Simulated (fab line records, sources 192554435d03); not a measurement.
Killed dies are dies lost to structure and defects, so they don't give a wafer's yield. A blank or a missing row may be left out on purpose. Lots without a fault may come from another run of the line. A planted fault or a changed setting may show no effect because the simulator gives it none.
Chamber matching | flow n5_finfet | N5_FIN_SAQP_PECVD_47 on pecvd-02: 3 sister chambers
The step deposits a-Si from SiH4/He, target thk 45 nm, time 36.3 s. 6 wafers are shown with their chamber, then 8 later ones without.

WAFERS WITH THEIR CHAMBER
wafer  | chamber | showerhead_vpp_V (V) | showerhead_plenum_p_Torr (Torr)
L079.6 | 1       | 628                  | 5.72
L083.2 | 1       | 634                  | 5.73
L083.6 | 0       | 693                  | 5.61
L086.5 | 0       | 705                  | 5.61
L086.6 | 2       | 625                  | 5.70
L092.1 | 2       | 632                  | 5.71

WAFERS WITHOUT THEIR CHAMBER
wafer  | showerhead_vpp_V (V) | showerhead_plenum_p_Torr (Torr)
L092.2 | 632                  | 5.72
L092.3 | 681                  | 5.61
L094.2 | 633                  | 5.69
L094.4 | 642                  | 5.74
L094.5 | 682                  | 5.61
L097.1 | 622                  | 5.71
L097.5 | 641                  | 5.72
L097.6 | 634                  | 5.73

WHICH CHAMBER EACH WENT THROUGH
wafer  | from the rows above     | in truth
L092.2 | can't be placed: 1 or 2 | 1
L092.3 | 0                       | 0
L094.2 | 2                       | 2
L094.4 | 1                       | 1
L094.5 | 0                       | 0
L097.1 | can't be placed: 2 or 1 | 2
L097.5 | can't be placed: 1 or 2 | 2
L097.6 | 1                       | 1
Placed correctly: 5 of 8. Can't be placed from these rows: 3 (the true chamber is among the candidates in 3). Placed wrongly: 0.
How it was worked out, from the rows above alone: a wafer's distance from a chamber is the root of the sum, over the readings, of the square of ((its reading less the chamber's mean) divided by the reading's scatter). The wafer belongs to the nearest chamber; if the next one is less than 2 further off, it can't be placed. A chamber's mean is the mean of its shown wafers. The scatter: the root of (the sum of the squares of (reading less its chamber's mean) over the shown wafers, divided by (wafers less chambers)).
